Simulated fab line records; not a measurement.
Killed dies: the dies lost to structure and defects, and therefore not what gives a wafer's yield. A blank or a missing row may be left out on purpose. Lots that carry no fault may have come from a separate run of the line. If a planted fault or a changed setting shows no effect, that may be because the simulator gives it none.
Chamber matching ; flow nand-harc ; 4 sister chambers for NHARC_A_CHANNEL_FILL_D1_ALD_16 on ald-hk-01
The step deposits SiO2, target thk 1.5 nm, pulse time 10 s, ald cycles 15. 16 wafers are shown with their chamber, then 8 later ones without.

== WAFERS WITH THEIR CHAMBER ==
wafer;chamber;heater-power-w (W);precursor-pulse-height-rel
L074.1;1;551;0.993
L074.3;3;454;0.986
L074.4;2;522;1.022
L085.2;3;473;0.990
L085.3;2;517;1.029
L085.6;2;505;0.984
L082.2;0;459;1.026
L082.5;2;513;1.009
L082.6;1;527;0.976
L084.1;0;449;1.026
L084.3;3;481;1.001
L084.6;2;511;1.012
L087.2;3;472;1.015
L087.4;0;446;0.975
L087.5;1;532;1.017
L088.3;0;453;1.013

SIGNATURES (averages over the wafers above)
reading;chamber 0;chamber 1;chamber 2;chamber 3;scatter within a chamber
heater-power-w;451.75;536.67;513.60;470.00;8.98
precursor-pulse-height-rel;1.01000;0.99533;1.01120;0.99800;0.0189
Rule: a wafer lies at a distance from a chamber equal to the root of the sum of squares, over the readings, of (its reading less the chamber's mean, divided by the reading's scatter). If the next closest chamber is less than 2 further off than the closest, the wafer can't be placed; otherwise it belongs to the closest. How the scatter is found: for the shown wafers, subtract from each reading the mean of its chamber, square and add these, divide the total by (wafers less chambers), then take the root.

== WAFERS MISSING THEIR CHAMBER ==
wafer;heater-power-w (W);precursor-pulse-height-rel
L088.5;511;0.991
L088.6;521;1.009
L092.2;508;0.984
L092.5;531;1.022
L092.6;450;1.016
L091.4;466;0.991
L091.5;514;1.012
L091.6;517;1.040

== EACH ONE'S CHAMBER ==
wafer;from the rows above;in truth
L088.5;can't be placed: 2 or 1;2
L088.6;can't be placed: 2 or 1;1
L092.2;can't be placed: 2 or 1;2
L092.5;can't be placed: 1 or 2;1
L092.6;0;0
L091.4;can't be placed: 3 or 0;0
L091.5;2;2
L091.6;can't be placed: 2 or 1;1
Correct placement for 2 of the 8. Can't be placed from these rows: 6 (the true chamber is among the candidates in 6). Placed wrongly: 0.
